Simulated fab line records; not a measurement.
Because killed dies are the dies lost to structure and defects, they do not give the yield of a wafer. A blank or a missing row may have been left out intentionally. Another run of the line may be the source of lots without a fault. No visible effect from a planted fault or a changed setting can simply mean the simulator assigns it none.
fab line records | flow nand-harc
record lots=23 wafers=69 last-day=33
route steps=1302 shown A_CONTACT@1045
lots that met no fault: taken from a fault-free run of the same line
start-h: hours from the record's first day to the start of the lot's first wafer shown | wait-h: hours elapsed since this lot's preceding step | " same as the row above | L1.1+2: a single row standing in for several wafers | - no value, or no start was given | * or withheld: withheld | < > ~ a bound
route shown NAME@n: names a module that has steps shown in the file, with the first one's number in the route | usual: mean and standard deviation over wafers with no fault | same: alike in all rows | chamber/n: place in a boat | sites: each site's reading | _std_site: standard deviation of those values | _edge_site: inner sites' mean taken away from outer sites' mean | radius-mm: how far each site lies from the wafer's centre | mask NAME#n: copy n | behind: tool/chamber where the wafer was last shaped | hold: why the lot was held/for how many hours/how that ended | device: the n, p or np transistor that did not switch | end of line: at the end of the route, the tests of the same wafers | for a step that has no rows: nothing shown but its recipe | killed: at the first sort, the dies lost to defects and structure; wafer yield is something else | map: dies across one wafer; x = killed, . = not, _ = none there
set.NAME: setting as actually run; set.NAME@STEP: the setting as run at that earlier step | model.NAME: the simulator's own value behind a step, which no gauge read
the route's steps for a sample of lots (tables are steps, rows are wafers)
services: the hour from which a tool's chamber was out of use, counted from the record's first day as start-h (under 0 if before that day), plus the number of hours and why
## steps
# step NHARC_A_CONTACT_ETCH_77
# recipe target-depth-a=1089 time-s=54.5 cf4-flow-sccm=100 chf3-flow-sccm=30 ar-flow-sccm=0 rf-w=500 bias-w=200 chemistry=CF4/CHF3
# usual bias-w=200.0/0.62 chamber-pressure-mTorr=24.999/0.021 chf3-flow-sccm=30.00/0.093 drypump-motor-current-A=5.7/0.53 oes-product-au=0.938/0.021 rf-vpp-V=371.4/2.1 showerhead-plenum-p-Torr=1.59/0.057 throttle-valve-pct=16.803/0.0095
# columns lot.wafer tool chamber start-h wait-h bias-w chamber-pressure-mTorr chf3-flow-sccm drypump-motor-current-A oes-product-au rf-hours-counter-h rf-vpp-V showerhead-plenum-p-Torr throttle-valve-pct
L074.4 rie-diel-06 1 - - 199.3 25.014 30.14 5.1 0.916 5 369.9 1.54 16.802
L074.1 " 2 " " 199.5 25.004 30.00 6.2 0.933 4 372.6 1.61 16.801
L074.3 " 0 " " 197.9 25.026 30.01 6.4 0.931 4 373.6 1.64 16.804
L076.2 rie-diel-05 2 - - 199.6 25.007 30.18 6.2 0.904 37 374.5 1.68 16.804
L076.6 " 3 " " 199.6 25.009 30.16 5.3 0.926 - 371.1 1.59 16.802
L076.5 " 0 " " 200.1 24.979 30.03 4.7 0.919 - 372.5 1.60 16.805
L077.2 rie-diel-05 0 - - 199.6 24.981 29.96 4.6 0.937 41 371.4 1.60 16.807
L077.3 " 2 " " 200.2 25.022 29.85 6.2 0.913 41 375.8 1.67 16.793
L077.5 " 0 " " 200.2 25.008 29.86 4.6 0.935 - 370.9 1.60 16.785
L078.3 rie-diel-05 3 - - 200.5 25.007 30.02 5.3 0.919 39 371.3 1.58 16.796
L078.6 " 2 " " 201.0 24.981 30.10 6.2 0.907 - 374.6 1.67 16.816
L078.4 " 0 " " 200.7 24.977 30.04 4.7 0.930 - 372.2 1.60 16.784
L079.3 rie-diel-07 1 - - 199.5 25.012 29.95 5.8 0.966 23 373.9 1.68 16.785
L079.2 " 2 " " 199.9 24.997 29.92 5.7 0.989 20 368.1 1.46 16.794
L079.5 " 0 " " 200.2 25.015 30.00 6.0 0.964 - 371.5 1.62 16.811
L082.2 rie-diel-06 1 - - 200.3 25.019 30.12 5.0 0.916 11 371.1 1.54 16.820
L082.1 " 3 " " 200.6 25.022 29.92 5.3 0.938 11 371.5 1.58 16.806
L082.6 " 1 " " 200.6 25.059 29.90 5.1 0.917 - 369.0 1.54 16.788
L081.1 rie-diel-05 1 - - 200.0 25.025 30.04 5.5 0.916 48 368.4 1.49 16.803
L081.2 " 3 " " 198.9 24.982 30.07 5.3 0.936 52 370.3 1.58 16.800
L081.5 " 0 " " 200.8 24.971 30.13 4.7 0.931 - 370.5 1.60 16.800
L080.3 rie-diel-06 2 - - 199.6 25.012 30.07 6.3 0.977 12 371.9 1.61 16.802
L080.1 " 1 " " 199.9 25.034 30.04 5.0 0.957 12 369.2 1.54 16.810
L080.6 " 3 " " 200.0 24.986 29.94 5.3 0.988 - 369.8 1.58 16.801
L083.3 rie-diel-06 1 - - 199.7 24.993 29.97 5.1 0.925 13 369.6 1.54 16.793
L083.1 " 3 " " 200.2 24.976 30.15 5.3 0.939 14 370.5 1.57 16.793
L083.5 " 2 " " 200.8 24.993 29.97 6.2 0.945 - 371.0 1.61 16.797
L084.4 rie-diel-07 1 - - 200.0 25.031 29.97 5.8 0.931 50 373.3 1.67 16.802
L084.6 " 2 " " 198.9 25.006 29.97 5.7 0.922 - 367.8 1.46 16.800
L084.5 " 3 " " 200.0 25.018 30.13 6.1 0.930 - 371.2 1.60 16.806
L086.1 rie-diel-07 2 - - 201.0 24.964 30.27 5.7 0.925 48 365.3 1.46 16.794
L086.3 " 3 " " 200.7 25.001 30.06 6.1 0.929 52 370.8 1.60 16.810
L086.6 " 0 " " 199.2 24.988 29.99 5.9 0.931 - 372.9 1.61 16.798
L085.1 rie-diel-06 1 - - 200.0 24.988 29.90 5.0 0.975 20 370.1 1.54 16.807
L085.6 " 1 " " 198.9 25.024 29.92 5.0 0.971 - 370.7 1.54 16.809
L085.4 " 0 " " 199.7 25.006 30.11 6.4 0.976 - 374.1 1.64 16.810
L087.4 rie-diel-05 2 - - 200.7 25.028 29.95 6.2 0.935 10 373.8 1.67 16.820
L087.2 " 3 " " 200.4 24.985 30.10 5.3 0.947 9 371.9 1.58 16.803
L087.5 " 2 " " 199.1 24.971 29.93 6.2 0.932 - 373.8 1.67 16.820
L089.3 rie-diel-06 1 - - 199.9 25.006 29.84 5.1 0.922 25 368.9 1.53 16.805
L089.1 " 2 " " 199.9 24.982 29.94 6.3 0.941 22 371.9 1.61 16.813
L089.5 " 1 " " 200.8 24.987 29.79 5.1 0.929 - 369.8 1.53 16.807
L088.3 rie-diel-06 2 - - 199.7 25.007 29.90 6.3 0.940 24 370.9 1.61 16.788
L088.4 " 1 " " 199.8 24.968 30.06 5.1 0.927 26 368.6 1.53 16.794
L088.5 " 2 " " 199.2 24.971 29.90 6.3 0.943 - 370.3 1.61 16.809
L092.4 rie-diel-06 0 - - 199.8 25.002 29.94 6.4 0.924 27 373.0 1.64 16.791
L092.1 " 1 " " 200.5 24.982 29.81 5.1 0.925 30 368.9 1.53 16.813
L092.5 " 1 " " 200.0 24.964 29.91 5.1 0.923 - 369.1 1.53 16.801
L090.4 rie-diel-07 1 - - 200.3 24.992 29.94 5.7 0.939 1 374.2 1.67 16.798
L090.1 " 2 " " 200.0 25.026 29.97 5.7 0.930 1 374.6 1.70 16.798
L090.5 " 2 " " 200.7 24.995 30.00 5.8 0.929 - 374.8 1.70 16.804
L091.2 rie-diel-07 0 - - 200.7 25.002 30.11 5.9 0.955 4 372.7 1.61 16.799
L091.4 " 3 " " 201.5 25.004 30.08 6.1 0.949 4 371.3 1.60 16.808
L091.5 " 0 " " 200.4 25.010 30.03 5.9 0.951 - 371.1 1.61 16.812
L093.4 rie-diel-06 3 - - 199.8 24.994 30.02 5.4 0.920 5 370.8 1.57 16.796
L093.1 " 0 " " 200.0 24.994 30.17 6.4 0.923 4 373.4 1.64 16.800
L093.5 " 2 " " 199.6 25.011 30.08 6.2 0.931 - 371.0 1.61 16.790
L095.2 rie-diel-06 0 - - 200.1 24.999 29.92 6.4 0.912 5 375.0 1.63 16.802
L095.3 " 2 " " 201.2 24.989 29.96 6.3 0.924 6 372.7 1.61 16.797
L095.6 " 1 " " 200.0 25.004 29.88 5.0 0.914 - 369.5 1.53 16.812
L097.4 rie-diel-05 2 - - 200.6 24.987 30.01 6.2 0.925 37 374.4 1.66 16.807
L097.3 " 1 " " 200.3 25.011 30.00 5.5 0.931 38 367.4 1.48 16.806
L097.6 " 3 " " 199.6 24.969 29.97 5.3 0.934 - 371.0 1.57 16.795
L094.2 rie-diel-06 0 - - 199.3 24.985 30.00 6.4 0.966 6 373.1 1.63 16.798
L094.4 " 2 " " 200.9 24.995 29.95 6.3 0.983 7 371.7 1.60 16.804
L094.1 " 3 " " 201.7 25.016 29.86 5.3 0.981 7 369.7 1.57 16.811
L096.1 rie-diel-07 0 - - 200.3 24.995 30.02 5.9 0.955 25 373.4 1.61 16.803
L096.6 " 3 " " 200.1 25.023 30.02 6.1 0.953 - 373.1 1.59 16.799
L096.5 " 0 " " 200.6 25.017 30.09 5.9 0.945 - 371.8 1.61 16.807
# step NHARC_A_CONTACT_ETCH_132
# recipe source-w=withheld pressure-mtorr=20 bias-v=3000 time-s=197 target-depth-a=19240 ar-flow-sccm=withheld c4f8-flow-sccm=withheld o2-flow-sccm=withheld chemistry=C4F8/O2/Ar
# usual chamber-pressure-mTorr=20.000/0.018 oes-air-line-au=1.000/0.02
# columns lot.wafer tool chamber start-h wait-h chamber-pressure-mTorr oes-air-line-au rf-hours-counter-h
L074.1 har-cap-etch-01 1 518.90 0.1 19.991 0.985 1
L074.4 " 1 " " 19.967 0.954 -
L074.3 " 0 " " 19.995 1.036 -
L076.2 har-cap-etch-03 1 523.39 0.2 20.001 0.989 49
L076.5 " 0 " " 20.061 1.002 -
L076.6 " 1 " " 19.988 0.992 -
L077.2 har-cap-etch-01 0 534.45 0.1 20.013 0.987 4
L077.3 " 1 " " 20.001 0.992 -
L077.5 " 0 " " 19.992 1.016 -
L078.3 har-cap-etch-03 0 543.05 0.1 19.995 0.984 -
L078.4 " 1 " " 19.993 1.028 -
L078.6 " 0 " " 20.011 0.999 -
L079.2 har-cap-etch-02 0 545.98 0.1 19.993 0.970 89
L079.3 " 1 " " 20.015 0.997 -
L079.5 " 0 " " 19.985 0.988 -
L082.2 har-cap-etch-01 0 576.98 0.1 19.988 0.978 11
L082.1 " 1 " " 19.989 0.988 11
L082.6 " 0 " " 19.991 1.012 -
L081.1 har-cap-etch-03 0 578.02 0.1 19.996 1.024 58
L081.2 " 1 " " 19.988 0.971 58
L081.5 " 0 " " 20.033 1.030 -
L080.1 har-cap-etch-01 0 584.98 0.2 20.010 1.015 13
L080.3 " 0 " " 19.997 1.003 -
L080.6 " 0 " " 20.008 0.991 -
L083.1 har-cap-etch-01 1 588.95 0.2 19.996 1.009 15
L083.3 " 0 " " 20.003 1.022 -
L083.5 " 1 " " 19.985 1.019 -
L084.4 har-cap-etch-02 0 628.02 0.1 20.012 0.966 -
L084.5 " 1 " " 20.023 1.008 -
L084.6 " 0 " " 20.029 0.992 -
L086.1 har-cap-etch-03 0 632.10 0.2 20.020 0.978 65
L086.3 " 0 " " 20.013 1.011 -
L086.6 " 0 " " 20.002 1.022 -
L085.1 har-cap-etch-01 0 632.92 0.1 19.983 1.005 21
L085.4 " 1 " " 20.019 0.985 -
L085.6 " 1 " " 19.999 1.026 -
L087.2 har-cap-etch-02 1 635.90 0.1 20.002 0.998 102
L087.4 " 1 " " 19.999 0.984 -
L087.5 " 0 " " 19.962 1.044 -
L089.1 har-cap-etch-03 0 648.00 0.2 19.987 0.987 70
L089.3 " 0 " " 20.017 0.998 -
L089.5 " 0 " " 20.013 0.987 -
L088.4 har-cap-etch-02 1 651.10 0.1 19.968 0.990 -
L088.3 " 0 " " 20.019 0.973 -
L088.5 " 0 " " 20.008 1.004 -
L092.1 har-cap-etch-03 0 663.08 0.2 20.027 0.999 74
L092.4 " 1 " " 20.015 1.017 -
L092.5 " 1 " " 19.999 1.003 -
L090.1 har-cap-etch-01 0 666.61 0.1 19.971 0.999 30
L090.4 " 0 " " 19.960 1.010 -
L090.5 " 0 " " 20.033 0.987 -
L091.2 har-cap-etch-03 0 674.73 0.2 19.998 1.009 76
L091.4 " 0 " " 19.993 1.014 -
L091.5 " 1 " " 20.031 1.018 -
L093.1 har-cap-etch-01 0 709.17 0.1 20.021 1.007 36
L093.4 " 0 " " 19.990 0.999 -
L093.5 " 1 " " 20.042 1.034 -
L095.2 har-cap-etch-02 1 714.17 0.1 20.002 0.993 117
L095.3 " 0 " " 20.021 0.994 -
L095.6 " 1 " " 19.987 0.970 -
L097.4 har-cap-etch-03 1 716.31 0.1 19.975 0.978 -
L097.3 " 0 " " 19.990 1.009 -
L097.6 " 0 " " 19.992 0.979 -
L094.2 har-cap-etch-01 0 719.22 0.1 20.015 1.015 38
L094.1 " 1 " " 20.023 0.979 38
L094.4 " 1 " " 19.974 0.992 -
L096.1 har-cap-etch-01 1 732.38 0.1 19.960 1.016 41
L096.5 " 1 " " 20.010 0.980 -
L096.6 " 0 " " 19.974 0.995 -
# step NHARC_A_CONTACT_DEP_85
# recipe target-thk-a=600 target-thk-nm=60 temp-c=400 pressure-torr=3.5 flow-sccm=200 rf-w=350 material=SiON
# usual heater-power-w=751/81
# columns lot.wafer tool chamber start-h wait-h heater-power-w
L074.3 pecvd-01 2 527.33 0.9 901
L074.1 " 0 " " 766
L074.4 " 1 " " 761
L076.2 pecvd-04 2 533.88 1.2 710
L076.5 " 2 " " 731
L076.6 " 0 " " 704
L077.3 pecvd-01 0 539.11 1.0 843
L077.2 " 2 " " 936
L077.5 " 1 " " 673
L078.3 pecvd-01 1 546.95 0.9 770
L078.6 " 0 " " 818
L078.4 " 1 " " 766
L079.2 pecvd-01 2 549.91 1.2 786
L079.3 " 0 " " 779
L079.5 " 0 " " 780
L082.2 pecvd-04 2 582.71 1.2 822
L082.1 " 0 " " 633
L082.6 " 2 " " 812
L081.1 pecvd-01 1 583.45 1.5 646
L081.2 " 2 " " 912
L081.5 " 0 " " 761
L080.1 pecvd-04 2 590.73 1.5 773
L080.3 " 1 " " 685
L080.6 " 1 " " 672
L083.3 pecvd-04 1 592.97 0.9 769
L083.1 " 2 " " 736
L083.5 " 1 " " 767
L084.5 pecvd-01 2 635.55 0.4 826
L084.6 " 0 " " 827
L084.4 " 1 " " 799
L086.3 pecvd-03 2 637.57 0.9 640
L086.1 " 1 " " 766
L086.6 " 1 " " 750
L085.1 pecvd-03 1 637.87 1.5 762
L085.6 " 2 " " 647
L085.4 " 1 " " 773
L087.2 pecvd-03 1 640.62 1.2 649
L087.5 " 0 " " 838
L087.4 " 2 " " 674
L089.3 pecvd-03 2 652.24 0.9 679
L089.1 " 0 " " 824
L089.5 " 2 " " 670
L088.3 pecvd-03 2 655.64 0.9 596
L088.5 " 2 " " 612
L088.4 " 0 " " 821
L092.1 pecvd-03 2 670.14 1.5 571
L092.4 " 1 " " 649
L092.5 " 2 " " 559
L090.1 pecvd-04 1 673.76 1.5 740
L090.5 " 2 " " 678
L090.4 " 1 " " 742
L091.2 pecvd-04 0 679.16 1.2 655
L091.4 " 0 " " 670
L091.5 " 2 " " 712
L093.1 pecvd-04 2 717.10 1.5 674
L093.5 " 2 " " 688
L093.4 " 0 " " 737
L095.2 pecvd-04 2 720.62 1.2 719
L095.3 " 0 " " 626
L095.6 " 1 " " 780
L097.3 pecvd-01 0 722.35 0.9 813
L097.4 " 0 " " 827
L097.6 " 2 " " 744
L094.2 pecvd-01 2 724.08 1.2 875
L094.1 " 1 " " 852
L094.4 " 0 " " 923
L096.1 pecvd-04 1 736.88 1.5 668
L096.6 " 2 " " 686
L096.5 " 0 " " 800
# step NHARC_A_CONTACT_OVL_MEAS_09
# usual overlay-x-nm=0.1/0.71 overlay-y-nm=0.1/0.83
# columns lot.wafer tool chamber start-h wait-h overlay-x-nm overlay-y-nm
L074.1 overlay-01 - 528.13 - 0.6 0.4
L074.3 " - " " 1.4 0.3
L074.4 " - " " 0.3 0.1
L076.2 overlay-02 - 534.67 - 0.4 -0.1
L076.5 " - " " 0.1 -0.8
L076.6 " - " " 0.1 -0.5
L077.2 overlay-01 - 539.91 - -0.7 0.5
L077.3 " - " " -0.2 0.5
L077.5 " - " " -0.2 0.7
L078.3 overlay-01 - 547.70 - -0.7 0.4
L078.4 " - " " -0.8 0.2
L078.6 " - " " -0.6 0.6
L079.2 overlay-02 - 550.56 - 0.1 -1.1
L079.3 " - " " 0.4 -1.2
L079.5 " - " " 0.1 -1.0
L082.1 overlay-01 - 583.49 - -0.4 -0.8
L082.2 " - " " -0.7 -0.9
L082.6 " - " " 0.2 -1.0
L081.1 overlay-01 - 584.26 - 0.9 -0.9
L081.2 " - " " -0.1 -0.8
L081.5 " - " " 0.7 -0.7
L080.1 overlay-02 - 591.42 - -0.2 -1.0
L080.3 " - " " -0.5 -1.0
L080.6 " - " " -1.0 -1.6
L083.1 overlay-02 - 593.77 - -0.7 -0.7
L083.3 " - " " -0.7 0.3
L083.5 " - " " -0.5 -0.4
L084.4 overlay-01 - 636.28 - 1.8 -0.2
L084.5 " - " " 2.3 -0.6
L084.6 " - " " 0.8 -0.5
L086.1 overlay-01 - 638.38 - 0.7 0.0
L086.3 " - " " 0.1 -0.5
L086.6 " - " " 0.3 0.2
L085.1 overlay-01 - 638.63 - 0.8 1.5
L085.4 " - " " 0.1 1.2
L085.6 " - " " 1.0 1.1
L087.2 overlay-01 - 641.41 - 1.0 0.6
L087.4 " - " " 0.8 0.7
L087.5 " - " " 0.8 0.6
L089.1 overlay-01 - 653.02 - 0.8 0.7
L089.3 " - " " 0.5 1.0
L089.5 " - " " 0.6 0.5
L088.3 overlay-01 - 656.30 - -0.2 0.4
L088.4 " - " " -0.4 0.4
L088.5 " - " " -0.6 0.2
L092.1 overlay-01 - 670.80 - 0.7 1.1
L092.4 " - " " 0.1 0.1
L092.5 " - " " 0.9 0.6
L090.1 overlay-02 - 674.39 - 0.5 -0.6
L090.4 " - " " 0.6 -0.6
L090.5 " - " " -0.1 -0.5
L091.2 overlay-02 - 679.97 - -1.3 -0.6
L091.4 " - " " -1.0 -0.7
L091.5 " - " " -1.2 -0.9
L093.1 overlay-02 - 717.88 - -0.1 -0.1
L093.4 " - " " 0.5 0.4
L093.5 " - " " 0.1 0.5
L095.2 overlay-02 - 721.33 - 0.4 0.2
L095.3 " - " " 0.4 0.4
L095.6 " - " " 1.0 0.4
L097.3 overlay-01 - 723.16 - -0.1 1.9
L097.4 " - " " 0.0 1.8
L097.6 " - " " -0.1 1.8
L094.1 overlay-02 - 724.90 - -0.2 -0.3
L094.2 " - " " -0.4 0.5
L094.4 " - " " -0.2 0.2
L096.1 overlay-02 - 737.63 - -1.1 0.6
L096.5 " - " " -0.8 0.4
L096.6 " - " " -0.9 0.4
# step NHARC_A_CONTACT_DESCUM_13
# recipe time-s=3 o2-flow-sccm=200 ar-flow-sccm=0 bias-power-w=0 chemistry=O2
# usual chamber-pressure-mTorr=60.00/0.053 drypump-motor-current-A=5.7/0.54 oes-product-au=1.003/0.01 rf-vpp-V=57.9/0.86 showerhead-plenum-p-Torr=1.94/0.07 throttle-valve-pct=11.312/0.0083
# columns lot.wafer tool chamber start-h wait-h chamber-pressure-mTorr drypump-motor-current-A oes-product-au rf-hours-counter-h rf-vpp-V showerhead-plenum-p-Torr throttle-valve-pct
L074.4 rie-diel-06 1 528.22 0.1 59.87 5.1 0.986 6 56.2 1.87 11.315
L074.1 " 3 " " 60.00 5.3 1.011 5 58.2 1.92 11.300
L074.3 " 0 " " 60.00 6.4 1.011 5 59.5 2.00 11.307
L076.2 rie-diel-07 1 534.78 0.1 60.05 5.7 1.005 21 58.5 2.05 11.331
L076.6 " 3 " " 59.98 6.1 0.995 - 58.9 1.96 11.305
L076.5 " 0 " " 59.93 5.9 0.997 - 58.5 1.98 11.304
L077.3 rie-diel-06 2 540.01 0.1 60.10 6.2 1.022 7 57.9 1.96 11.314
L077.2 " 3 " " 59.90 5.4 1.025 7 56.6 1.92 11.301
L077.5 " 3 " " 59.98 5.3 1.012 - 58.3 1.92 11.293
L078.3 rie-diel-05 1 547.80 0.1 60.02 5.5 1.004 40 58.5 1.81 11.299
L078.4 " 2 " " 60.08 6.2 0.986 44 57.7 2.04 11.292
L078.6 " 2 " " 60.07 6.2 0.996 - 58.8 2.04 11.308
L079.2 rie-diel-05 3 550.66 0.1 60.00 5.3 1.005 42 57.9 1.93 11.320
L079.3 " 0 " " 60.02 4.7 1.005 45 58.6 1.94 11.319
L079.5 " 3 " " 60.04 5.3 1.009 - 58.5 1.93 11.295
L082.2 rie-diel-06 0 583.60 0.1 59.96 6.4 0.997 13 57.9 2.00 11.317
L082.1 " 1 " " 59.98 5.1 0.993 12 57.6 1.87 11.321
L082.6 " 3 " " 59.94 5.4 1.011 - 58.8 1.92 11.303
L081.1 rie-diel-07 1 584.50 0.2 59.93 5.8 0.991 38 57.8 2.04 11.312
L081.2 " 2 " " 59.96 5.7 1.009 36 57.8 1.77 11.304
L081.5 " 1 " " 60.07 5.8 1.003 - 57.9 2.04 11.305
L080.3 rie-diel-06 0 591.52 0.1 60.02 6.4 1.010 15 57.4 2.00 11.309
L080.1 " 3 " " 60.01 5.3 1.018 15 57.0 1.91 11.318
L080.6 " 0 " " 60.07 6.4 1.022 - 58.3 2.00 11.315
L083.1 rie-diel-06 0 593.88 0.1 60.00 6.4 1.007 15 58.8 2.00 11.319
L083.3 " 1 " " 59.91 5.0 0.992 15 59.2 1.87 11.314
L083.5 " 3 " " 60.02 5.3 1.009 - 58.4 1.91 11.306
L084.5 rie-diel-06 1 636.41 0.1 60.00 5.0 0.995 - 57.2 1.86 11.300
L084.4 " 3 " " 60.01 5.3 1.012 - 59.1 1.91 11.310
L084.6 " 0 " " 59.96 6.4 0.995 - 59.2 2.00 11.313
L086.1 rie-diel-06 3 638.48 0.1 59.93 5.3 1.021 22 58.7 1.91 11.319
L086.3 " 1 " " 59.99 5.1 1.006 23 58.6 1.86 11.330
L086.6 " 3 " " 60.06 5.3 1.016 - 57.6 1.91 11.315
L085.4 rie-diel-06 2 638.87 0.2 59.99 6.3 1.009 21 57.6 1.96 11.313
L085.1 " 0 " " 60.01 6.4 1.007 21 59.5 2.00 11.299
L085.6 " 1 " " 60.05 5.1 1.006 - 58.0 1.86 11.307
L087.4 rie-diel-06 2 641.51 0.1 59.87 6.3 1.014 21 58.6 1.96 11.312
L087.2 " 3 " " 59.98 5.4 1.015 23 57.7 1.91 11.304
L087.5 " 2 " " 60.09 6.3 1.004 - 57.6 1.96 11.312
L089.3 rie-diel-05 0 653.15 0.1 60.11 4.7 1.000 21 56.9 1.93 11.307
L089.1 " 1 " " 59.95 5.5 0.997 22 56.7 1.80 11.309
L089.5 " 1 " " 60.03 5.5 0.990 - 57.2 1.80 11.303
L088.3 rie-diel-06 2 656.47 0.1 60.02 6.3 1.019 26 58.4 1.96 11.323
L088.4 " 3 " " 59.86 5.3 1.011 27 58.2 1.91 11.303
L088.5 " 0 " " 59.93 6.4 1.004 - 57.9 2.00 11.304
L092.4 rie-diel-05 0 670.90 0.1 60.11 4.7 1.000 27 58.1 1.93 11.326
L092.1 " 1 " " 60.05 5.5 0.985 27 58.2 1.80 11.305
L092.5 " 1 " " 59.99 5.5 0.989 - 57.7 1.80 11.317
L090.4 rie-diel-07 0 674.48 0.1 59.93 5.9 0.991 4 56.8 1.96 11.318
L090.1 " 3 " " 59.91 6.2 0.994 6 57.8 1.95 11.307
L090.5 " 0 " " 59.94 6.0 0.989 - 57.8 1.96 11.310
L091.2 rie-diel-06 1 680.07 0.1 60.04 5.1 0.985 1 59.1 1.86 11.301
L091.4 " 2 " " 60.09 6.3 1.001 1 58.1 1.96 11.311
L091.5 " 2 " " 59.93 6.3 1.005 - 57.8 1.96 11.320
L093.1 rie-diel-07 3 717.99 0.1 60.00 6.1 0.996 21 57.1 1.94 11.306
L093.4 " 1 " " 59.99 5.8 0.998 17 58.3 2.03 11.310
L093.5 " 2 " " 60.03 5.7 1.003 - 57.5 2.07 11.311
L095.3 rie-diel-06 0 721.43 0.1 59.99 6.4 0.996 7 57.5 1.99 11.311
L095.2 " 3 " " 59.98 5.3 0.996 8 57.7 1.91 11.321
L095.6 " 0 " " 59.97 6.4 0.987 - 59.1 1.99 11.316
L097.4 rie-diel-06 2 723.26 0.1 60.07 6.3 1.009 9 57.3 1.95 11.318
L097.3 " 3 " " 59.97 5.3 0.998 9 57.2 1.91 11.321
L097.6 " 3 " " 59.96 5.3 1.012 - 56.6 1.91 11.317
L094.2 rie-diel-07 0 725.00 0.1 59.96 5.9 1.003 24 57.1 1.95 11.304
L094.4 " 1 " " 60.08 5.7 1.020 18 57.3 2.03 11.309
L094.1 " 2 " " 60.10 5.7 1.001 27 57.8 2.07 11.310
L096.1 rie-diel-05 2 737.75 0.1 60.00 6.2 1.005 47 58.1 2.02 11.312
L096.5 " 3 " " 59.97 5.3 1.013 - 56.7 1.91 11.318
L096.6 " 0 " " 59.96 4.7 0.998 - 58.1 1.93 11.305
# step NHARC_A_CONTACT_ETCH_137
# recipe source-w=withheld pressure-mtorr=20 bias-v=1200 time-s=311 target-depth-a=19120 ar-flow-sccm=withheld c4f8-flow-sccm=withheld o2-flow-sccm=withheld chemistry=C4F8/O2/Ar
# usual chamber-pressure-mTorr=19.999/0.017 oes-air-line-au=1.000/0.019
# columns lot.wafer tool chamber start-h wait-h chamber-pressure-mTorr oes-air-line-au rf-hours-counter-h
L074.1 har-cap-etch-01 1 530.09 0.2 20.016 1.026 2
L074.4 " 1 " " 19.969 1.001 -
L074.3 " 0 " " 20.000 0.985 -
L076.2 har-cap-etch-02 0 536.64 0.2 19.995 1.001 87
L076.6 " 0 " " 19.958 1.040 -
L076.5 " 1 " " 20.017 1.015 -
L077.2 har-cap-etch-01 1 541.92 0.2 19.997 0.980 6
L077.3 " 1 " " 19.986 0.968 -
L077.5 " 0 " " 19.995 1.004 -
L078.3 har-cap-etch-01 1 549.76 0.2 20.037 1.030 -
L078.4 " 0 " " 20.016 1.000 -
L078.6 " 0 " " 19.988 1.007 -
L079.2 har-cap-etch-03 0 552.83 0.3 19.981 1.029 54
L079.3 " 1 " " 20.002 1.006 -
L079.5 " 0 " " 20.003 0.993 -
L082.1 har-cap-etch-02 0 585.46 0.2 19.996 1.000 95
L082.2 " 1 " " 20.009 0.990 95
L082.6 " 1 " " 19.961 1.014 -
L081.2 har-cap-etch-03 0 586.37 0.2 20.031 0.987 59
L081.1 " 1 " " 20.008 1.005 59
L081.5 " 1 " " 19.957 1.010 -
L080.1 har-cap-etch-02 1 593.45 0.2 20.002 0.994 96
L080.3 " 0 " " 19.999 0.983 -
L080.6 " 1 " " 20.009 0.972 -
L083.1 har-cap-etch-03 1 595.74 0.2 20.013 0.994 60
L083.3 " 1 " " 20.024 0.973 -
L083.5 " 1 " " 20.006 0.999 -
L084.4 har-cap-etch-01 1 638.59 0.2 20.003 0.991 -
L084.6 " 0 " " 19.992 1.009 -
L084.5 " 1 " " 20.012 1.001 -
L086.1 har-cap-etch-03 0 640.89 0.3 19.978 1.002 68
L086.3 " 0 " " 20.016 1.019 -
L086.6 " 1 " " 19.992 1.006 -
L085.1 har-cap-etch-01 0 641.00 0.2 19.977 0.990 24
L085.4 " 1 " " 19.993 1.005 -
L085.6 " 1 " " 20.024 1.027 -
L087.2 har-cap-etch-01 0 643.42 0.2 19.995 0.987 25
L087.4 " 1 " " 19.994 0.998 -
L087.5 " 0 " " 19.967 0.973 -
L089.1 har-cap-etch-02 0 655.26 0.2 20.015 1.034 108
L089.3 " 1 " " 20.028 0.980 -
L089.5 " 1 " " 20.008 0.995 -
L088.3 har-cap-etch-01 1 658.41 0.2 19.978 0.959 -
L088.4 " 0 " " 20.005 1.024 -
L088.5 " 1 " " 19.977 0.977 -
L092.1 har-cap-etch-02 1 672.82 0.2 20.023 1.015 111
L092.4 " 0 " " 19.990 1.005 -
L092.5 " 1 " " 20.014 1.007 -
L090.1 har-cap-etch-01 1 676.40 0.2 20.008 0.995 32
L090.4 " 1 " " 19.975 0.985 -
L090.5 " 0 " " 20.036 0.990 -
L091.2 har-cap-etch-02 1 681.93 0.2 20.016 0.991 113
L091.4 " 0 " " 20.011 1.015 -
L091.5 " 1 " " 20.004 1.029 -
L093.1 har-cap-etch-02 1 719.97 0.2 19.976 0.990 118
L093.4 " 0 " " 19.978 0.997 -
L093.5 " 1 " " 19.999 0.976 -
L095.2 har-cap-etch-01 0 723.38 0.2 19.968 0.963 39
L095.3 " 0 " " 19.987 0.997 -
L095.6 " 1 " " 19.993 0.983 -
L097.3 har-cap-etch-02 1 725.22 0.2 19.997 1.031 -
L097.4 " 0 " " 20.020 0.956 -
L097.6 " 0 " " 20.025 0.963 -
L094.1 har-cap-etch-03 0 726.98 0.2 20.003 1.028 86
L094.2 " 1 " " 19.978 0.989 86
L094.4 " 0 " " 19.998 1.019 -
L096.1 har-cap-etch-01 1 742.94 0.2 20.004 1.022 42
L096.5 " 1 " " 20.014 1.029 -
L096.6 " 0 " " 19.979 1.007 -
## services
# columns tool chamber start-h hours kind
rie-diel-07 0 497.96 6.9 repair
har-cap-etch-01 - 500.04 17.0 pm
rie-diel-05 1 535.89 5.3 repair
pecvd-04 - 540.64 0.4 repair
pecvd-03 - 547.31 13.0 pm
rie-diel-05 0 553.50 2.5 repair
rie-diel-07 2 560.00 1.7 repair
pecvd-03 1 583.51 1.9 repair
rie-diel-05 - 583.75 9.0 pm
pecvd-03 0 585.76 6.9 repair
rie-diel-05 3 611.77 3.0 repair
rie-diel-07 2 611.94 6.7 repair
rie-diel-07 1 616.51 2.3 repair
rie-diel-06 2 630.23 8.0 repair
pecvd-04 - 631.57 13.0 pm
pecvd-03 - 635.97 0.7 repair
rie-diel-07 - 648.32 9.0 pm
rie-diel-06 - 661.35 9.0 pm
pecvd-01 - 673.03 13.0 pm
rie-diel-07 1 685.52 6.9 repair
pecvd-03 0 691.42 11.6 repair
pecvd-04 - 705.35 0.7 repair
rie-diel-07 1 718.43 4.2 repair
pecvd-01 - 729.44 0.9 repair
## key
fault none
